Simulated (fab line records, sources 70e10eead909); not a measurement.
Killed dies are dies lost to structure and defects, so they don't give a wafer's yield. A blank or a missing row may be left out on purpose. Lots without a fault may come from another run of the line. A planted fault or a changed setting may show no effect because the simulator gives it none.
fab line records | flow nand_harc
record lots=7 wafers=19 last_day=33
route steps=1302 shown A_SOURCE_PLATE@416 A_ONON_D1@424 END@1302
lots that met no fault: from a run of the same line without faults
start_h: hours from the record's first day to the start of the lot's first wafer shown | wait_h: hours since the lot's step before | " the same as in the row above | L1.1+2: a row that stands for several wafers | - no value, or no start given | * or withheld: withheld | < > ~ a bound
route shown NAME@n: a module of which the file shows steps, and the number in the route of the first | usual: mean/standard deviation of fault-free wafers | same: alike in all rows | chamber/n: place in a boat | sites: the reading at each site | _std_site: their standard deviation | _edge_site: outer sites' mean less inner sites' | radius_mm: how far each site lies from the wafer's centre | mask NAME#n: copy n | behind: the tool/chamber that last shaped the wafer | hold: why the lot was held/for how many hours/how that ended | device: the transistor (n, p or np) that didn't switch | end of line: the same wafers' tests at the end of the route | a step without rows: its recipe alone | killed: dies lost to structure and defects at the first sort, not the wafer's yield | map: a wafer's dies, x killed, . not, _ none there
set.NAME: the setting as run; set.NAME@STEP: as run at that earlier step | model.NAME: the simulator's own value behind a step, which no gauge read
lots at some steps of the route; a table a step, a row a wafer
services: from which hour (start_h, from the record's first day; less than 0 if before it) a tool's chamber was out of use, for how many hours, and why
## steps
# step NHARC_A_SOURCE_PLATE_THK_MEAS_09
# recipe thk_meas_gauge=ellipsometry
# usual thk_nm=9.6/0.92
# columns lot.wafer tool chamber start_h wait_h thk_nm
L134.1 film_metro-01 - 149.80 0.4 11.9
L134.4 " - " " 9.1
L134.6 " - " " 9.6
L137.1 film_metro-01 - 186.56 0.4 9.0
L137.3 " - " " 9.0
L137.5 " - " " 8.8
L138.1 film_metro-02 - 186.56 0.4 8.7
L138.2 " - " " 8.8
L138.6 " - " " 8.9
L141.1 film_metro-02 - 223.13 0.4 10.8
L141.3 " - " " 10.9
L141.5 " - " " 9.6
L152.1 film_metro-02 - 329.35 0.4 9.8
L152.2 " - " " 8.9
L152.6 " - " " 9.3
L155.2 film_metro-02 - 358.30 0.4 9.3
L155.3 " - " " 9.0
L156.1 film_metro-01 - 366.06 0.4 9.7
L156.3 " - " " 9.6
# step NHARC_A_SOURCE_PLATE_PVD_04
# recipe target_thk_a=500 material=WSi2
# step NHARC_A_SOURCE_PLATE_CVD_03
# recipe target_thk_a=2000 temp_c=620 pressure_mtorr=200 time_s=4000 material=poly-Si
# step NHARC_A_SOURCE_PLATE_ANNEAL_05
# recipe temp_c=850 time_s=1800
# step NHARC_A_SOURCE_PLATE_THK_MEAS_06
# recipe thk_meas_gauge=ellipsometry
# usual thk_nm=199.4/1.9
# columns lot.wafer tool chamber start_h wait_h thk_nm
L134.1 film_metro-02 - 164.71 0.4 201.7
L134.4 " - " " 200.4
L134.6 " - " " 200.4
L137.1 film_metro-02 - 200.26 0.4 199.2
L137.3 " - " " 198.8
L137.5 " - " " 199.3
L138.1 film_metro-01 - 200.26 0.4 199.0
L138.2 " - " " 202.5
L138.6 " - " " 200.3
L141.1 film_metro-01 - 236.69 0.4 196.8
L141.3 " - " " 200.3
L141.5 " - " " 198.5
L152.1 film_metro-02 - 342.22 0.4 199.4
L152.2 " - " " 200.7
L152.6 " - " " 200.0
L155.2 film_metro-02 - 370.88 0.4 199.5
L155.3 " - " " 197.9
L156.1 film_metro-01 - 378.53 0.4 199.6
L156.3 " - " " 199.6
# step NHARC_A_SOURCE_PLATE_INSPECT_08
# usual raw_defect_count=59/23
# columns lot.wafer tool chamber start_h wait_h raw_defect_count
L134.1 defect_inspect-02 - 164.81 0.0 44
L134.4 " - " " 88
L134.6 " - " " 61
L137.1 defect_inspect-02 - 200.33 0.0 71
L137.3 " - " " 39
L137.5 " - " " 113
L138.1 defect_inspect-01 - 200.33 0.0 43
L138.2 " - " " 47
L138.6 " - " " 40
L141.1 defect_inspect-02 - 236.80 0.0 58
L141.3 " - " " 83
L141.5 " - " " 50
L152.1 defect_inspect-02 - 342.28 0.0 69
L152.2 " - " " 47
L152.6 " - " " 47
L155.2 defect_inspect-01 - 370.95 0.0 16
L155.3 " - " " 34
L156.1 defect_inspect-02 - 378.59 0.0 71
L156.3 " - " " 85
# step NHARC_A_ONON_D1_DEP_00
# recipe target_thk_a=10000 n2_flow_sccm=2750 n2o_flow_sccm=2000 nh3_flow_sccm=500 sih4_flow_sccm=210 temp_c=400
# step NHARC_A_ONON_D1_THK_MEAS_02
# recipe thk_meas_gauge=ellipsometry
# usual thk_nm=998/8.6
# columns lot.wafer tool chamber start_h wait_h thk_nm
L134.1 film_metro-02 - 165.39 - 1009
L134.4 " - " " 1008
L134.6 " - " " 1008
L137.1 film_metro-02 - 200.90 - 1000
L137.3 " - " " 1001
L137.5 " - " " 1000
L138.1 film_metro-01 - 200.91 - 1013
L138.2 " - " " 1013
L138.6 " - " " 1012
L141.1 film_metro-01 - 237.37 - 1004
L141.3 " - " " 1002
L141.5 " - " " 1005
L152.1 film_metro-02 - 342.86 - 1015
L152.2 " - " " 1016
L152.6 " - " " 1015
L155.2 film_metro-02 - 371.52 - 993
L155.3 " - " " 993
L156.1 film_metro-01 - 379.17 - 996
L156.3 " - " " 995
# step NHARC_A_ONON_D1_DEP_03
# recipe target_thk_a=10000 n2_flow_sccm=2750 n2o_flow_sccm=2000 nh3_flow_sccm=500 sih4_flow_sccm=210 temp_c=400
# step NHARC_A_ONON_D1_THK_MEAS_05
# recipe thk_meas_gauge=ellipsometry
# usual thk_nm=997/11
# columns lot.wafer tool chamber start_h wait_h thk_nm
L134.1 film_metro-01 - 165.96 - 998
L134.4 " - " " 997
L134.6 " - " " 999
L137.1 film_metro-02 - 201.47 - 995
L137.3 " - " " 995
L137.5 " - " " 994
L138.1 film_metro-01 - 201.48 - 997
L138.2 " - " " 998
L138.6 " - " " 998
L141.1 film_metro-01 - 237.93 - 987
L141.3 " - " " 990
L141.5 " - " " 989
L152.1 film_metro-02 - 343.43 - 988
L152.2 " - " " 988
L152.6 " - " " 986
L155.2 film_metro-01 - 372.09 - 1018
L155.3 " - " " 1020
L156.1 film_metro-01 - 379.74 - 1008
L156.3 " - " " 1006
# step NHARC_A_ONON_D1_DEP_06
# recipe target_thk_a=10000 n2_flow_sccm=2750 n2o_flow_sccm=2000 nh3_flow_sccm=500 sih4_flow_sccm=210 temp_c=400
# columns lot.wafer tool chamber start_h wait_h
L134.1+4+6 pecvd_onon-04 0 166.01 0.1
L137.1+3+5 pecvd_onon-03 0 201.53 0.1
L138.1+2+6 pecvd_onon-02 0 201.53 0.1
L141.1+3+5 pecvd_onon-02 0 237.99 0.1
L152.1+2+6 pecvd_onon-04 0 343.51 0.1
L155.2+3 pecvd_onon-04 0 372.20 0.1
L156.1+3 pecvd_onon-04 0 379.79 0.1
# step NHARC_A_ONON_D1_THK_MEAS_08
# recipe thk_meas_gauge=ellipsometry
# usual thk_nm=1001/10
# columns lot.wafer tool chamber start_h wait_h thk_nm
L134.1 film_metro-01 - 166.53 - 1001
L134.4 " - " " 999
L134.6 " - " " 1001
L137.1 film_metro-01 - 202.04 - 1008
L137.3 " - " " 1010
L137.5 " - " " 1007
L138.1 film_metro-02 - 202.04 - 994
L138.2 " - " " 995
L138.6 " - " " 996
L141.1 film_metro-01 - 238.51 - 994
L141.3 " - " " 994
L141.5 " - " " 994
L152.1 film_metro-02 - 344.02 - 1163
L152.2 " - " " 985
L152.6 " - " " 984
L155.2 film_metro-01 - 372.66 - 1001
L155.3 " - " " 1178
L156.1 film_metro-01 - 380.30 - 1176
L156.3 " - " " 1175
# step NHARC_A_ONON_D1_DEP_09
# recipe target_thk_a=10000 n2_flow_sccm=2750 n2o_flow_sccm=2000 nh3_flow_sccm=500 sih4_flow_sccm=210 temp_c=400
# step NHARC_END_SORT_01
# recipe temp_c=25
# usual killed_at_array=53/20 killed_at_other=1/1.2 killed_at_periphery=3.7/2.6 killed_dies=58/20 killed_open=3.5/1.8 killed_short=2.4/1.7
# same gross_dies=677
# columns lot.wafer tool chamber start_h wait_h killed_at_array killed_at_other killed_at_periphery killed_dies killed_open killed_short
L152.1 prober-01 0 737.91 2.5 675 0 2 677 5 1
L155.3 prober-02 0 774.98 3.1 670 1 6 677 2 4
L156.1 prober-02 0 791.48 2.5 672 0 5 677 5 3
L156.3 prober-02 0 793.08 3.1 674 0 3 677 5 1
# killed by level:class
L152.1 A_ONON_D1:area_dep=629 A_CHANNEL_HOLE_D1:chamber_film_flake=32 A_SLIT:chamber_film_flake=4 A_CONTACT:chamber_film_flake=4 P_CONTACT:geometric_particle:open=1 P_M2:geometric_particle:open=1 A_SGD_CUT:geometric_particle:short=1 A_WL_FILL:geometric_particle:open=1
L155.3 A_ONON_D1:area_dep=644 A_CONTACT:chamber_film_flake=7 A_SLIT:chamber_film_flake=7 P_M2:chamber_film_flake=3 A_ONON_D2:geometric_particle:short=2 P_CONTACT:chamber_film_flake=2 A_CHANNEL_HOLE_D1:chamber_film_flake=1 A_ONON_D1:geometric_particle:short=1
L156.1 A_ONON_D1:area_dep=622 A_CHANNEL_HOLE_D2:chamber_film_flake=20 A_SLIT:chamber_film_flake=19 P_GATE:chamber_film_flake=5 A_CHANNEL_FILL_D2:geometric_particle:open=2 A_M0:geometric_particle:open=2 A_STAIRCASE:chamber_film_flake=2 A_CHANNEL_FILL_D1:geometric_particle:short=1
L156.3 A_ONON_D1:area_dep=622 A_SLIT:chamber_film_flake=21 A_CHANNEL_HOLE_D2:chamber_film_flake=18 A_M1:chamber_film_flake=3 A_CHANNEL_FILL_D1:geometric_particle:open=2 A_ZERO_WELL:chamber_film_flake=2 A_STAIRCASE:chamber_film_flake=2 P_M0:geometric_particle:open=1
# map L152.1 (x killed, . not)
____________x____________
_________xxxxxxx_________
_______xxxxxxxxxxx_______
______xxxxxxxxxxxxx______
_____xxxxxxxxxxxxxxx_____
____xxxxxxxxxxxxxxxxx____
____xxxxxxxxxxxxxxxxx____
___xxxxxxxxxxxxxxxxxxx___
___xxxxxxxxxxxxxxxxxxx___
__xxxxxxxxxxxxxxxxxxxxx__
__xxxxxxxxxxxxxxxxxxxxx__
_xxxxxxxxxxxxxxxxxxxxxxx_
_xxxxxxxxxxxxxxxxxxxxxxx_
_xxxxxxxxxxxxxxxxxxxxxxx_
_xxxxxxxxxxxxxxxxxxxxxxx_
_xxxxxxxxxxxxxxxxxxxxxxx_
xxxxxxxxxxxxxxxxxxxxxxxxx
xxxxxxxxxxxxxxxxxxxxxxxxx
xxxxxxxxxxxxxxxxxxxxxxxxx
xxxxxxxxxxxxxxxxxxxxxxxxx
xxxxxxxxxxxxxxxxxxxxxxxxx
_xxxxxxxxxxxxxxxxxxxxxxx_
_xxxxxxxxxxxxxxxxxxxxxxx_
_xxxxxxxxxxxxxxxxxxxxxxx_
_xxxxxxxxxxxxxxxxxxxxxxx_
_xxxxxxxxxxxxxxxxxxxxxxx_
__xxxxxxxxxxxxxxxxxxxxx__
__xxxxxxxxxxxxxxxxxxxxx__
___xxxxxxxxxxxxxxxxxxx___
___xxxxxxxxxxxxxxxxxxx___
____xxxxxxxxxxxxxxxxx____
____xxxxxxxxxxxxxxxxx____
_____xxxxxxxxxxxxxxx_____
______xxxxxxxxxxxxx______
_______xxxxxxxxxxx_______
_________xxxxxxx_________
____________x____________
# map L155.3 (x killed, . not)
____________x____________
_________xxxxxxx_________
_______xxxxxxxxxxx_______
______xxxxxxxxxxxxx______
_____xxxxxxxxxxxxxxx_____
____xxxxxxxxxxxxxxxxx____
____xxxxxxxxxxxxxxxxx____
___xxxxxxxxxxxxxxxxxxx___
___xxxxxxxxxxxxxxxxxxx___
__xxxxxxxxxxxxxxxxxxxxx__
__xxxxxxxxxxxxxxxxxxxxx__
_xxxxxxxxxxxxxxxxxxxxxxx_
_xxxxxxxxxxxxxxxxxxxxxxx_
_xxxxxxxxxxxxxxxxxxxxxxx_
_xxxxxxxxxxxxxxxxxxxxxxx_
_xxxxxxxxxxxxxxxxxxxxxxx_
xxxxxxxxxxxxxxxxxxxxxxxxx
xxxxxxxxxxxxxxxxxxxxxxxxx
xxxxxxxxxxxxxxxxxxxxxxxxx
xxxxxxxxxxxxxxxxxxxxxxxxx
xxxxxxxxxxxxxxxxxxxxxxxxx
_xxxxxxxxxxxxxxxxxxxxxxx_
_xxxxxxxxxxxxxxxxxxxxxxx_
_xxxxxxxxxxxxxxxxxxxxxxx_
_xxxxxxxxxxxxxxxxxxxxxxx_
_xxxxxxxxxxxxxxxxxxxxxxx_
__xxxxxxxxxxxxxxxxxxxxx__
__xxxxxxxxxxxxxxxxxxxxx__
___xxxxxxxxxxxxxxxxxxx___
___xxxxxxxxxxxxxxxxxxx___
____xxxxxxxxxxxxxxxxx____
____xxxxxxxxxxxxxxxxx____
_____xxxxxxxxxxxxxxx_____
______xxxxxxxxxxxxx______
_______xxxxxxxxxxx_______
_________xxxxxxx_________
____________x____________
## services
# columns tool chamber start_h hours kind
pecvd_onon-02 - 185.00 13.0 pm
pecvd_onon-02 - 211.41 6.8 repair
pecvd_onon-03 - 227.00 13.0 pm
pecvd_onon-02 - 253.47 6.7 repair
pecvd_onon-03 - 296.79 4.9 repair
pecvd_onon-04 - 311.30 13.0 pm
pecvd_onon-02 - 366.00 13.0 pm
## key
first_sign step=NHARC_A_ONON_D1_THK_MEAS_08 reading=thk_nm direction=up sigmas=17 usual=1001 struck=1173
effect step=NHARC_END_SORT_01 reading=killed_at_array direction=up sigmas=32 usual=53 struck=673
more_kills_born_at NHARC_A_ONON_D1_DEP_06@pecvd_onon-04=2517
met_at NHARC_A_ONON_D1_DEP_06
struck_wafers L152.1,L155.3,L156.1,L156.3
later_rows_left_out L152.1,L155.3,L156.1,L156.3
tester_left_out L152,L155,L156
onset_between 166.01 343.51
fault kind=process_parameter_drift tool=pecvd_onon-04 chamber=- onset_h=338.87 steps=NHARC_A_ONON_D1_DEP_06 channel=target_thk_a offset=* shape=step end_h=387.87 scope=struck_wafers_only acts_in=* stated=*
# tester_left_out: of these lots the tester's yield and bins aren't shown, on N5 and GAA mostly nor the transistor test; their killed dies are dies lost to structure and defects alone, not to doping, threshold or leakage, so they don't give the yield
# later_rows_left_out: the simulator's readings of these wafers behind a module that went badly wrong aren't trusted and aren't shown, but for the sort
